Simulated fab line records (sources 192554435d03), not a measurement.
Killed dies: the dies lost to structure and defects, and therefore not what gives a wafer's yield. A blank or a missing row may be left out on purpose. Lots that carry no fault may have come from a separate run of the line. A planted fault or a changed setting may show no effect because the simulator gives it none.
fab line records	flow n5-finfet
record: lots: 7	wafers: 21
route steps=1938 shown DUMMY_GATE@243 SD_EPI_N@279 SD_EPI_P@321 SD_ACTIVATION@330 HKMG_FIN@403 GATE_CUT@480 MOL_CONTACT_COAG@532
start-h: the number of hours between the record's first day and the start of the first shown wafer of the lot	wait-h: hours since the lot's step before	" same as the row above	L1.1+2: several wafers, shown together as one row	- value missing, or start not given	* or withheld: withheld	< > ~ a bound
route shown NAME@n: names a module that has steps shown in the file, with the first one's number in the route	usual: mean/standard deviation of fault-free wafers	same: alike in all rows	chamber/n: place in a boat	sites: each site's reading	_std_site: standard deviation of those values	_edge_site: the outer-site mean with the inner-site mean subtracted	radius-mm: for every site, how far away it sits from the centre of the wafer	mask NAME#n: copy n	behind: tool/chamber where the wafer was last shaped	hold: the reason the lot was held/the length of the hold in hours/how it ended	device: names the non-switching transistor (n, p or np)	end of line: tests of these same wafers at the route's end	a step given without rows: its recipe and nothing more	killed: at the first sort, the dies lost to defects and structure; wafer yield is something else	map: per-die view of a wafer (x killed, . not killed, _ where there is no die)
set.NAME: the setting that was run; set.NAME@STEP: the one run at that earlier step	model.NAME: the simulator's own value behind a step, which no gauge read
one table per step and one row per wafer, for lots whose settings were changed on purpose
== steps ==
step: N5_DUMMY_GATE_ETCH_31
recipe: chemistry: C4F6/O2	target: SiO2	mask-material: SOC	target-depth-a: 825	time-s: 27.5	ion-energy-ev: 250	pressure-mtorr: 30	source-w: 345	bias-w: 185	Ar_flow_sccm: 300	C4F6_flow_sccm: 10	O2_flow_sccm: 10
lot.wafer	tool	chamber	start-h	wait-h	set.target-depth-a	model.etch.depth-nm	model.SOC_of_DUMMY_GATE_COAT_34.thk-nm
L077.3	rie-diel-03	2	66.08	0.0	825	83.61	51.6
L077.4	"	3	"	"	750.9	75.35	52.8
L077.5	"	3	"	"	825	82.91	52
L079.3	rie-diel-04	3	76.19	0.0	905	90.25	51
L079.5	"	2	"	"	825	81.1	52.2
L079.6	"	1	"	"	825	82.52	51.8
L082.4	rie-diel-04	2	97.22	0.0	825	82.67	51.6
L082.5	"	2	"	"	825	82.76	51.6
L082.6	"	1	"	"	825	83.8	51.6
L091.3	rie-diel-04	2	148.48	0.1	825	82.12	51.8
L091.4	"	3	"	"	825	81.85	52
L091.5	"	2	"	"	825	82.23	51.8
L093.1	rie-diel-04	3	163.67	0.0	825	80.58	51.6
L093.2	"	0	"	"	825	82.93	51.6
L093.4	"	2	"	"	825	81.27	51.8
L094.2	rie-diel-01	0	172.00	0.1	825	82.71	51.8
L094.4	"	1	"	"	825	82.96	51.8
L094.6	"	2	"	"	825	82.2	52
L095.2+5	rie-diel-03	1,2	173.21	0.0	788.7	78.95	52.2
L095.6	"	3	"	"	825	81.97	52.2
step: N5_DUMMY_GATE_ETCH_32
recipe: chemistry: CF4	target: SiO2	target-depth-a: 35	time-s: 3.9	ion-energy-ev: 350	pressure-mtorr: 10	icp-w: 800	bias-w: 400	cf4-flow-sccm: 80
lot.wafer	tool	chamber	start-h	wait-h	set.time-s	model.etch.depth-nm
L077.3	rie-si-02	1	66.33	0.1	3.343	3.008
L077.4	"	3	"	"	3.343	2.993
L077.5	"	1	"	"	3.9	3.525
L079.3	rie-si-06	0	76.43	0.1	4.177	3.758
L079.5	"	1	"	"	4.177	3.731
L079.6	"	0	"	"	3.9	3.532
L082.4	rie-si-06	2	97.46	0.1	3.9	3.537
L082.5	"	1	"	"	3.9	3.467
L082.6	"	0	"	"	3.9	3.503
L091.3	rie-si-02	1	148.73	0.1	3.9	3.531
L091.4	"	2	"	"	3.9	3.443
L091.5	"	3	"	"	3.9	3.532
L093.1	rie-si-04	0	163.92	0.1	3.9	3.543
L093.2	"	2	"	"	3.9	3.512
L093.4	"	1	"	"	3.625	3.165
L094.2	rie-si-02	0	172.24	0.1	3.611	3.246
L094.4	"	3	"	"	3.611	3.261
L094.6	"	0	"	"	3.9	3.501
L095.2	rie-si-06	0	173.46	0.1	3.9	3.516
L095.5	"	3	"	"	3.9	3.576
L095.6	"	2	"	"	3.9	3.555
step: N5_SD_EPI_N_ETCH_16
recipe: chemistry: CHF3/O2	target: SiO2	target-depth-a: 50	mask-material: SOC	pressure-mtorr: 30	source-w: 650	bias-w: 170	Ar_flow_sccm: 200	CHF3_flow_sccm: 50	O2_flow_sccm: 5	ion-energy-ev: 200
lot.wafer	tool	chamber	start-h	wait-h	set.target-depth-a	model.etch.depth-nm
L077.3	rie-diel-02	0	68.64	0.1	50	4.877
L077.4	"	3	"	"	47.34	4.695
L077.5	"	0	"	"	50	4.863
L079.3	rie-diel-02	1	78.62	0.1	54.34	5.299
L079.5	"	0	"	"	50	4.903
L079.6	"	1	"	"	50	4.961
L082.4	rie-diel-05	3	99.85	0.1	50	5.013
L082.5	"	2	"	"	50	4.978
L082.6	"	1	"	"	50	4.92
L091.3	rie-diel-06	2	151.02	0.1	54.95	5.569
L091.4	"	0	"	"	54.95	5.58
L091.5	"	1	"	"	54.95	5.471
L093.1	rie-diel-06	0	166.23	0.1	50	5.113
L093.2	"	2	"	"	44.85	4.547
L093.4	"	2	"	"	50	5.07
L094.2	rie-diel-06	0	174.38	0.1	50	5.024
L094.4	"	1	"	"	50	4.953
L094.6	"	2	"	"	50	5.029
L095.2	rie-diel-06	2	175.70	0.1	48.14	4.825
L095.5	"	2	"	"	48.14	4.829
L095.6	"	3	"	"	50	4.998
step: N5_SD_EPI_N_EPI_21
recipe: material: Si:P	dopant: P	temp-c: 680	pressure-torr: 255	time-s: 690
lot.wafer	tool	chamber	start-h	wait-h	set.temp-c	model.Si-P_of_SD_EPI_N_EPI_21.thk-nm
L077.3+4	epi-rpcvd-04	0	70.62	0.9	680	59.4
L077.5	"	0	"	"	680	59.6
L079.3	epi-rpcvd-04	0	80.25	0.7	680	59.2
L079.5	"	0	"	"	676	55.6
L079.6	"	0	"	"	680	59.8
L082.4	epi-rpcvd-04	0	101.76	0.9	680	58.4
L082.5+6	"	0	"	"	680	58.6
L091.3	epi-rpcvd-01	0	152.66	0.7	682.3	61.8
L091.4	"	0	"	"	680	59
L091.5	"	0	"	"	680	60.2
L093.1	epi-rpcvd-04	0	167.52	0.2	678.3	57.2
L093.2	"	0	"	"	678.3	56.4
L093.4	"	0	"	"	680	57.8
L094.2	epi-rpcvd-04	0	176.00	0.5	680	59
L094.4+6	"	0	"	"	680	58.6
L095.2	epi-rpcvd-01	0	177.31	0.5	680	60.4
L095.5	"	0	178.43	1.5	677.5	57
L095.6	"	0	"	"	680	59.6
step: N5_SD_EPI_N_PRECLEAN_24
recipe: chemistry: O3/DIW	time-s: 60	temp-c: 22	o3-ppm: 10
lot.wafer	tool	chamber	start-h	wait-h	set.temp-c@SD_EPI_N_EPI_21	model.Si-P_of_SD_EPI_N_EPI_21.thk-nm
L077.3+4	wet-bench-05	3,4	72.19	0.0	680	59
L077.5	"	5	"	"	680	59.2
L079.3	wet-bench-05	6	81.44	0.0	680	58.8
L079.5	"	7	"	"	676	55.2
L079.6	"	2	"	"	680	59.4
L082.4	wet-bench-01	5	102.68	0.0	680	58
L082.5+6	"	2,7	"	"	680	58.2
L091.3	wet-bench-01	3	153.87	0.0	682.3	61.4
L091.4	"	6	"	"	680	58.6
L091.5	"	1	"	"	680	59.8
L093.1	wet-bench-01	5	169.84	0.0	678.3	56.8
L093.2	"	3	"	"	678.3	56.2
L093.4	"	6	"	"	680	57.4
L094.2	wet-bench-05	2	177.94	0.0	680	58.6
L094.4+6	"	5,6	"	"	680	58.2
L095.2	wet-bench-05	0	179.25	0.0	680	60
L095.5	"	4	"	"	677.5	56.6
L095.6	"	5	"	"	680	59.2
step: N5_SD_EPI_N_SRD_25
recipe: time-s: 30	temp-c: 23	rinse-liquid: diw	dry: ipa-marangoni
step: N5_SD_EPI_N_PRECLEAN_49
recipe: chemistry: NF3:NH3	afs-cycles: 1	temp-c: 30	time-s: 20	sublimation-temp-c: 180	sublimation-time-s: 60	pressure-torr: 3	rf-power-w: 30
step: N5_SD_EPI_P_EPI_21
recipe: material: SiGe:B	dopant: B	temp-c: 550	pressure-torr: 20	ambient: H2	time-s: 355
step: N5_SD_EPI_P_HM_STRIP_48
recipe: chemistry: H3PO4	temp-c: 160	material: SiNx	target: SiNx	target-depth-a: 30	overetch-fraction: 0.3
lot.wafer	tool	chamber	start-h	wait-h	set.temp-c@SD_EPI_N_EPI_21	model.Si-P_of_SD_EPI_N_EPI_21.thk-nm
L077.3+4	wet-bench-04	1,4	76.77	0.0	680	58.8
L077.5	"	3	"	"	680	59
L079.3	wet-bench-02	6	86.18	0.0	680	58.4
L079.5	"	4	"	"	676	55
L079.6	"	2	"	"	680	59.2
L082.4+6	wet-bench-02	6,7	107.27	0.0	680	57.8
L082.5	"	0	"	"	680	58
L091.3	wet-bench-06	0	158.84	0.0	682.3	61
L091.4	"	2	"	"	680	58.2
L091.5	"	5	"	"	680	59.6
L093.1	wet-bench-04	1	175.75	0.0	678.3	56.6
L093.2	"	0	"	"	678.3	55.8
L093.4	"	2	"	"	680	57.2
L094.2	wet-bench-04	4	182.52	0.0	680	58.2
L094.4+6	"	2,1	"	"	680	58
L095.2	wet-bench-02	5	184.68	0.0	680	59.6
L095.5	"	1	"	"	677.5	56.4
L095.6	"	7	"	"	680	59
step: N5_SD_EPI_P_SRD_49
recipe: dry: ipa-marangoni	time-s: 30	temp-c: 23	rinse-liquid: diw
step: N5_SD_EPI_P_PRECLEAN_24
recipe: chemistry: O3/DIW	time-s: 45	temp-c: 22	o3-ppm: 10
lot.wafer	tool	chamber	start-h	wait-h	set.temp-c@SD_EPI_N_EPI_21	model.Si-P_of_SD_EPI_N_EPI_21.thk-nm
L077.3+4	wet-bench-04	1,4	76.84	0.0	680	58.6
L077.5	"	3	"	"	680	58.8
L079.3	wet-bench-02	6	86.25	0.0	680	58.2
L079.5	"	4	"	"	676	54.8
L079.6	"	2	"	"	680	59
L082.4	wet-bench-02	6	107.34	0.0	680	57.6
L082.5+6	"	0,7	"	"	680	57.8
L091.3	wet-bench-06	0	158.99	0.0	682.3	60.8
L091.4	"	2	"	"	680	58.2
L091.5	"	5	"	"	680	59.4
L093.1	wet-bench-04	1	175.82	0.0	678.3	56.4
L093.2	"	0	"	"	678.3	55.8
L093.4	"	2	"	"	680	57
L094.2	wet-bench-04	4	182.59	0.0	680	58.2
L094.4+6	"	2,1	"	"	680	57.8
L095.2	wet-bench-02	5	184.75	0.0	680	59.6
L095.5	"	1	"	"	677.5	56.2
L095.6	"	7	"	"	680	58.8
step: N5_SD_EPI_P_PRECLEAN_32
recipe: chemistry: dHF	time-s: 10	dilution: 500:1	temp-c: 25
step: N5_SD_EPI_P_PRECLEAN_33
recipe: chemistry: SC2	time-s: 45	temp-c: 35	mix: 1:1:50
step: N5_SD_ACTIVATION_RTA_00
recipe: temp-c: 975	time-s: 0	ambient: N2	idle-temp-c: 600	ramp-up-c-per-s: 150	ramp-down-c-per-s: 60	cool-to-c: 600
step: N5_SD_ACTIVATION_LSA_01
recipe: temp-c: 1080	time-s: 0.0008	ambient: N2
step: N5_SD_ACTIVATION_RS_MEAS_03
recipe: thk-meas-gauge: four-point-probe
usual: RS_SD_N: 21.85/0.27	RS_SD_P: 56.2/0.78
lot.wafer	tool	chamber	start-h	wait-h	set.temp-c@SD_EPI_N_EPI_21	RS_SD_N[ohm/sq]	RS_SD_P[ohm/sq]
L077.3	film-metro-01	-	77.57	0.2	680	21.60	55.3
L077.4	"	-	"	"	680	21.91	56.2
L077.5	"	-	"	"	680	21.67	55.6
L079.3	film-metro-01	-	86.80	0.2	680	21.68	56.7
L079.5	"	-	"	"	676	23.24	57.0
L079.6	"	-	"	"	680	21.37	56.4
L082.4	film-metro-01	-	107.90	0.1	680	22.08	55.9
L082.5	"	-	"	"	680	21.87	56.2
L082.6	"	-	"	"	680	21.78	56.4
L091.3	film-metro-01	-	159.60	0.2	682.3	20.94	55.4
L091.4	"	-	"	"	680	22.04	56.4
L091.5	"	-	"	"	680	21.36	55.6
L093.1	film-metro-01	-	176.32	0.2	678.3	22.67	57.5
L093.2	"	-	"	"	678.3	22.92	56.5
L093.4	"	-	"	"	680	22.21	56.7
L094.2	film-metro-01	-	183.44	0.2	680	21.67	57.3
L094.4	"	-	"	"	680	21.89	57.7
L094.6	"	-	"	"	680	22.03	57.4
L095.2	film-metro-01	-	185.29	0.2	680	21.58	55.4
L095.5	"	-	"	"	677.5	22.57	55.0
L095.6	"	-	"	"	680	21.60	55.0
step: N5_HKMG_FIN_ETCH_55
recipe: chemistry: N2/H2	target: SOC	target-depth-a: 2400	temp-c: 40	time-s: 300	ion-energy-ev: 200	mask-material: SiARC	pressure-mtorr: 30	source-w: 840	bias-w: 150	n2-flow-sccm: 200	h2-flow-sccm: 200
usual: rf-vpp-V: 522.9/2.1
lot.wafer	tool	chamber	start-h	wait-h	set.bias-w	rf-vpp-V	model.HKMG_FIN.feature-depth-nm	model.etch.depth-nm	model.SiARC_of_HKMG_FIN_COAT_42.thk-nm
L077.3	rie-diel-05	3	91.06	0.0	172.9	573.2	258.6	258.7	19
L077.4	"	1	"	"	150	522.4	235.4	235.3	21.4
L077.5	"	0	"	"	172.9	570.6	259.4	259.4	18.8
L079.3	rie-diel-05	3	99.99	0.0	166.5	558.8	254.6	254.6	19.4
L079.5	"	2	"	"	150	526.4	238.8	238.8	21.2
L079.6	"	3	"	"	150	523.9	241.8	241.8	21.2
L082.4	rie-diel-02	0	121.68	0.0	150	519.9	229	228.9	21.8
L082.5	"	0	"	"	150	519.1	229.2	229.2	21.8
L082.6	"	3	"	"	150	520.5	241.4	241.4	21
L091.3	rie-diel-06	2	173.04	0.0	150	521.6	243	243.1	21
L091.4	"	0	"	"	168.8	561.4	257	256.9	18.8
L091.5	"	3	"	"	150	521.6	239.4	239.3	21
L093.1	rie-diel-05	2	189.60	0.0	134.9	492.3	231.6	231.5	22.8
L093.2	"	0	"	"	150	522.1	244.8	244.8	21
L093.4	"	1	"	"	150	522.1	243.2	243.2	21
L094.2	rie-diel-05	2	197.37	0.0	126.7	471.7	224.6	224.6	23.8
L094.4	"	3	"	"	150	524.7	243.4	243.4	21
L094.6	"	1	"	"	150	523.1	239	238.9	21
L095.2	rie-diel-05	0	198.75	0.0	150	522.0	246.8	246.7	20.8
L095.5	"	1	"	"	174.1	574.2	262	261.9	18.2
L095.6	"	2	"	"	174.1	577.2	265.4	265.3	18
step: N5_GATE_CUT_COAT_27
recipe: resist: underlayer	temp-c: 205	time-s: 60	spin-rpm: 1500	resist-thk-nm: 10
lot.wafer	tool	chamber	start-h	wait-h	set.spin-rpm	model.underlayer_of_GATE_CUT_COAT_27.thk-nm
L077.3+5	litho-track-03	0	-	-	1500	10
L077.4	"	0	"	"	1357	10.6
L079.3	litho-track-03	0	-	-	1500	10
L079.5+6	"	0	"	"	1597	9.8
L082.4+5+6	litho-track-04	0	-	-	1500	10
L091.3+4+5	litho-track-01	0	-	-	1500	10
L093.1+2	litho-track-04	0	-	-	1500	10
L093.4	"	0	"	"	1653	9.4
L094.2+4+6	litho-track-01	0	-	-	1500	10
L095.2+5	litho-track-04	0	-	-	1500	10
L095.6	"	0	"	"	1558	9.8
step: N5_GATE_CUT_DESCUM_18
recipe: chemistry: O2	time-s: 7	source-power-w: 50	bias-power-w: 20	pressure-mtorr: 20	rf-frequency-hz: 2.712e+07	temp-c: 40	resist: CAR-EUV	o2-flow-sccm: 225
lot.wafer	tool	chamber	start-h	wait-h	set.time-s	model.CAR-EUV_of_GATE_CUT_COAT_07.thk-nm
L077.3+4	rie-diel-03	3,0	102.55	0.0	8.201	25.6
L077.5	"	0	"	"	7	26.2
L079.3	rie-diel-03	3	111.91	0.0	7	26.2
L079.5	"	3	"	"	7.98	25.8
L079.6	"	2	"	"	7	26
L082.4+5	rie-diel-03	0,2	133.83	0.5	7	26
L082.6	"	1	"	"	7	26.2
L091.3	rie-diel-01	0	184.36	0.0	7	25.8
L091.4	"	1	"	"	5.711	26.6
L091.5	"	3	"	"	5.711	26.4
L093.1+2	rie-diel-04	0,1	201.47	0.1	7.822	25.8
L093.4	"	0	"	"	7	26.2
L094.2+6	rie-diel-04	0,2	209.33	0.1	6.396	26.4
L094.4	"	0	"	"	7	26
L095.2	rie-diel-01	0	211.49	0.8	7	26
L095.5+6	"	1,0	"	"	7	26.2
step: N5_GATE_CUT_ETCH_28
recipe: chemistry: N2/H2	target: underlayer	target-depth-a: 130	mask-material: CAR-EUV	time-s: 10.4	ion-energy-ev: 200	pressure-mtorr: 30	source-w: 840	bias-w: 150	n2-flow-sccm: 200	h2-flow-sccm: 200	ends: cleared
lot.wafer	tool	chamber	start-h	wait-h	set.spin-rpm@GATE_CUT_COAT_27	set.time-s@GATE_CUT_DESCUM_18	model.etch.depth-nm	model.CAR-EUV_of_GATE_CUT_COAT_07.thk-nm
L077.3	rie-diel-03	3	102.58	0.0	1500	8.201	10.04	14.2
L077.4	"	0	"	"	1357	8.201	10.59	13.4
L077.5	"	0	"	"	1500	7	10.01	14.8
L079.3	rie-diel-03	3	111.95	0.0	1500	7	10.04	14.6
L079.5	"	3	"	"	1597	7.98	9.73	14.6
L079.6	"	2	"	"	1597	7	9.745	15
L082.4	rie-diel-03	0	133.87	0.0	1500	7	9.954	14.6
L082.5	"	2	"	"	1500	7	9.926	14.8
L082.6	"	1	"	"	1500	7	9.947	14.8
L091.3	rie-diel-01	0	184.40	0.0	1500	7	10.02	14.4
L091.4	"	1	"	"	1500	5.711	9.998	15.2
L091.5	"	3	"	"	1500	5.711	10.03	15
L093.1+2	rie-diel-04	0,1	201.51	0.0	1500	7.822	10.02	14.4
L093.4	"	0	"	"	1653	7	9.494	15.4
L094.2+6	rie-diel-04	0,2	209.36	0.0	1500	6.396	10.05	14.8
L094.4	"	0	"	"	1500	7	10.02	14.6
L095.2	rie-diel-01	0	211.52	0.0	1500	7	9.998	14.6
L095.5	"	1	"	"	1500	7	9.988	14.8
L095.6	"	0	"	"	1558	7	9.815	15
step: N5_GATE_CUT_ETCH_36
recipe: chemistry: CF4	target: SiARC	target-depth-a: 130	mask-material: CAR-EUV	time-s: 21.7	ion-energy-ev: 80	pressure-mtorr: 40	source-w: 545	bias-w: 36	Ar_flow_sccm: 100	cf4-flow-sccm: 100	ends: cleared
lot.wafer	tool	chamber	start-h	wait-h	set.spin-rpm@GATE_CUT_COAT_27	set.time-s@GATE_CUT_DESCUM_18	model.CAR-EUV_of_GATE_CUT_COAT_07.thk-nm
L077.3	rie-diel-03	3	102.60	0.0	1500	8.201	6.4
L077.4	"	0	"	"	1357	8.201	5.8
L077.5	"	0	"	"	1500	7	7
L079.3	rie-diel-03	3	111.97	0.0	1500	7	7
L079.5	"	3	"	"	1597	7.98	6.8
L079.6	"	2	"	"	1597	7	7.2
L082.4+5+6	rie-diel-03	0,2,1	133.89	0.0	1500	7	7
L091.3	rie-diel-01	0	184.42	0.0	1500	7	6.8
L091.4+5	"	1,3	"	"	1500	5.711	7.4
L093.1+2	rie-diel-04	0,1	201.53	0.0	1500	7.822	6.8
L093.4	"	0	"	"	1653	7	7.8
L094.2+6	rie-diel-04	0,2	209.38	0.0	1500	6.396	7.2
L094.4	"	0	"	"	1500	7	6.8
L095.2+5	rie-diel-01	0,1	211.54	0.0	1500	7	7
L095.6	"	0	"	"	1558	7	7.2
step: N5_MOL_CONTACT_COAG_ETCH_106
recipe: chemistry: N2/H2	target: SOC	target-depth-a: 800	overetch-a: 160	mask-material: SiARC	temp-c: 40	time-s: 120	ion-energy-ev: 200	pressure-mtorr: 30	source-w: 840	bias-w: 150	n2-flow-sccm: 200	h2-flow-sccm: 200
usual: rf-vpp-V: 522.6/2.1
lot.wafer	tool	chamber	start-h	wait-h	set.source-w	rf-vpp-V
L077.3	rie-diel-05	3	106.60	0.0	840	523.5
L077.4	"	1	"	"	785	535.1
L077.5	"	2	"	"	785	538.0
L079.3	rie-diel-06	2	115.90	0.0	900.6	512.3
L079.5	"	3	"	"	840	521.4
L079.6	"	2	"	"	900.6	511.4
L082.4	rie-diel-02	2	137.81	0.0	840	526.7
L082.5	"	1	"	"	840	519.4
L082.6	"	0	"	"	840	519.9
L091.3	rie-diel-05	1	188.99	0.0	840	522.3
L091.4	"	1	"	"	909.2	507.4
L091.5	"	2	"	"	840	526.2
L093.1	rie-diel-02	2	205.41	0.0	840	526.4
L093.2	"	3	"	"	799.5	529.5
L093.4	"	1	"	"	840	519.5
L094.2	rie-diel-02	0	213.19	0.0	840	520.0
L094.4	"	2	"	"	894.5	513.4
L094.6	"	0	"	"	840	520.8
L095.2	rie-diel-02	3	215.98	0.0	760.8	535.7
L095.5	"	0	"	"	760.8	539.1
L095.6	"	1	"	"	760.8	539.0
step: N5_MOL_CONTACT_COAG_ETCHBACK_134
recipe: chemistry: CHF3	target: SiO2	target-depth-a: 100	time-s: 6.7	ion-energy-ev: 200	pressure-mtorr: 30	source-w: 610	bias-w: 170	Ar_flow_sccm: 200	CHF3_flow_sccm: 50
lot.wafer	tool	chamber	start-h	wait-h	set.time-s	model.CAR-EUV_of_MOL_CONTACT_COAG_COAT_34.thk-nm
L077.3+4	rie-diel-06	1,2	120.49	0.1	6.7	15.4
L077.5	"	1	"	"	5.24	15.8
L079.3+5+6	rie-diel-05	3,3,2	127.23	0.1	6.7	15.6
L082.4+5+6	rie-diel-02	2,2,1	149.03	0.1	6.7	15.6
L091.3+4+5	rie-diel-02	3,0,3	200.53	0.1	6.7	15.6
L093.1+4	rie-diel-06	0,2	217.93	0.2	5.79	15.8
L093.2	"	1	"	"	6.7	15.6
L094.2	rie-diel-02	3	224.30	0.1	5.633	15.8
L094.4+6	"	2,1	"	"	6.7	15.6
L095.2	rie-diel-06	0	229.42	0.1	5.669	15.8
L095.5+6	"	1,2	"	"	6.7	15.6
step: N5_MOL_CONTACT_COAG_VIA_ETCH_117
recipe: chemistry: C4F6/O2	target-depth-a: 400	overetch-a: 80	mask-material: SOC	target: SiO2	bias-w: 455	pressure-mtorr: 10	time-s: 26	source-w: 325	Ar_flow_sccm: 300	C4F6_flow_sccm: 10	O2_flow_sccm: 10	ion-energy-ev: 575.3	ends: end-point
usual: rf-vpp-V: 1585/15
lot.wafer	tool	chamber	start-h	wait-h	set.bias-w	rf-vpp-V
L077.3	rie-diel-06	1	120.65	0.0	486.9	1682
L077.4	"	2	"	"	486.9	1662
L077.5	"	1	"	"	455	1599
L079.3	rie-diel-05	3	127.39	0.0	455	1566
L079.5	"	3	"	"	455	1563
L079.6	"	2	"	"	455	1582
L082.4	rie-diel-02	2	149.19	0.0	455	1614
L082.5	"	2	"	"	455	1613
L082.6	"	1	"	"	455	1577
L091.3	rie-diel-02	3	200.68	0.0	432.8	1517
L091.4	"	0	"	"	455	1571
L091.5	"	3	"	"	455	1574
L093.1	rie-diel-06	0	218.09	0.0	487.8	1682
L093.2	"	1	"	"	455	1598
L093.4	"	2	"	"	487.8	1663
L094.2	rie-diel-02	3	224.46	0.0	498.9	1685
L094.4	"	2	"	"	498.9	1728
L094.6	"	1	"	"	455	1576
L095.2	rie-diel-06	0	229.58	0.0	455	1598
L095.5	"	1	"	"	455	1597
L095.6	"	2	"	"	499.5	1693
== key ==
split: step: N5_DUMMY_GATE_ETCH_31	setting: target-depth-a	stated: 825	by: wafer
response: step: N5_DUMMY_GATE_ETCH_31	reading: model.etch.depth-nm	change: +0.856	per: 1%	r: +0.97
response: step: N5_DUMMY_GATE_ETCH_31	reading: model.SOC_of_DUMMY_GATE_COAT_34.thk-nm	change: -0.0963	per: 1%	r: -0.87
split: step: N5_DUMMY_GATE_ETCH_32	setting: time-s	stated: 3.9	by: wafer
response: step: N5_DUMMY_GATE_ETCH_32	reading: model.etch.depth-nm	change: +0.0373	per: 1%	r: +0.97
split: step: N5_SD_EPI_N_ETCH_16	setting: target-depth-a	stated: 50	by: wafer
response: step: N5_SD_EPI_N_ETCH_16	reading: model.etch.depth-nm	change: +0.0464	per: 1%	r: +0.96
split: step: N5_SD_EPI_N_EPI_21	setting: temp-c	stated: 680	by: wafer
response: step: N5_SD_EPI_N_EPI_21	reading: model.Si-P_of_SD_EPI_N_EPI_21.thk-nm	change: +6.67	per: 1%	r: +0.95
response: step: N5_SD_EPI_N_PRECLEAN_24	reading: model.Si-P_of_SD_EPI_N_EPI_21.thk-nm	change: +6.63	per: 1%	r: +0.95
response: step: N5_SD_EPI_P_HM_STRIP_48	reading: model.Si-P_of_SD_EPI_N_EPI_21.thk-nm	change: +6.48	per: 1%	r: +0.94
response: step: N5_SD_EPI_P_PRECLEAN_24	reading: model.Si-P_of_SD_EPI_N_EPI_21.thk-nm	change: +6.44	per: 1%	r: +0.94
response: step: N5_SD_ACTIVATION_RS_MEAS_03	reading: RS_SD_N	change: -2.7	per: 1%	r: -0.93
split: step: N5_HKMG_FIN_ETCH_55	setting: bias-w	stated: 150	by: wafer
response: step: N5_HKMG_FIN_ETCH_55	reading: rf-vpp-V	change: +3.23	per: 1%	r: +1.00
response: step: N5_HKMG_FIN_ETCH_55	reading: model.HKMG_FIN.feature-depth-nm	change: +1.23	per: 1%	r: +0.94
response: step: N5_HKMG_FIN_ETCH_55	reading: model.etch.depth-nm	change: +1.23	per: 1%	r: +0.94
response: step: N5_HKMG_FIN_ETCH_55	reading: model.SiARC_of_HKMG_FIN_COAT_42.thk-nm	change: -0.171	per: 1%	r: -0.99
split: step: N5_GATE_CUT_COAT_27	setting: spin-rpm	stated: 1500	by: wafer
response: step: N5_GATE_CUT_COAT_27	reading: model.underlayer_of_GATE_CUT_COAT_27.thk-nm	change: -0.0553	per: 1%	r: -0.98
response: step: N5_GATE_CUT_ETCH_28	reading: model.etch.depth-nm	change: -0.0532	per: 1%	r: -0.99
response: step: N5_GATE_CUT_ETCH_28	reading: model.CAR-EUV_of_GATE_CUT_COAT_07.thk-nm	slope: +0.0709	per: 1%	together-with: time-s@GATE_CUT_DESCUM_18	explained: 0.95
response: step: N5_GATE_CUT_ETCH_36	reading: model.CAR-EUV_of_GATE_CUT_COAT_07.thk-nm	slope: +0.0555	per: 1%	together-with: time-s@GATE_CUT_DESCUM_18	explained: 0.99
split: step: N5_GATE_CUT_DESCUM_18	setting: time-s	stated: 7	by: wafer
response: step: N5_GATE_CUT_DESCUM_18	reading: model.CAR-EUV_of_GATE_CUT_COAT_07.thk-nm	change: -0.0341	per: 1%	r: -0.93
response: step: N5_GATE_CUT_ETCH_36	reading: model.CAR-EUV_of_GATE_CUT_COAT_07.thk-nm	change: -0.044	per: 1%	r: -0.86
response: step: N5_GATE_CUT_ETCH_28	reading: model.CAR-EUV_of_GATE_CUT_COAT_07.thk-nm	slope: -0.0338	per: 1%	together-with: spin-rpm@GATE_CUT_COAT_27	explained: 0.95
split: step: N5_MOL_CONTACT_COAG_ETCH_106	setting: source-w	stated: 840	by: wafer
response: step: N5_MOL_CONTACT_COAG_ETCH_106	reading: rf-vpp-V	change: -1.62	per: 1%	r: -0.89
split: step: N5_MOL_CONTACT_COAG_ETCHBACK_134	setting: time-s	stated: 6.7	by: wafer
response: step: N5_MOL_CONTACT_COAG_ETCHBACK_134	reading: model.CAR-EUV_of_MOL_CONTACT_COAG_COAT_34.thk-nm	change: -0.0154	per: 1%	r: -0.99
split: step: N5_MOL_CONTACT_COAG_VIA_ETCH_117	setting: bias-w	stated: 455	by: wafer
response: step: N5_MOL_CONTACT_COAG_VIA_ETCH_117	reading: rf-vpp-V	change: +11.2	per: 1%	r: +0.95
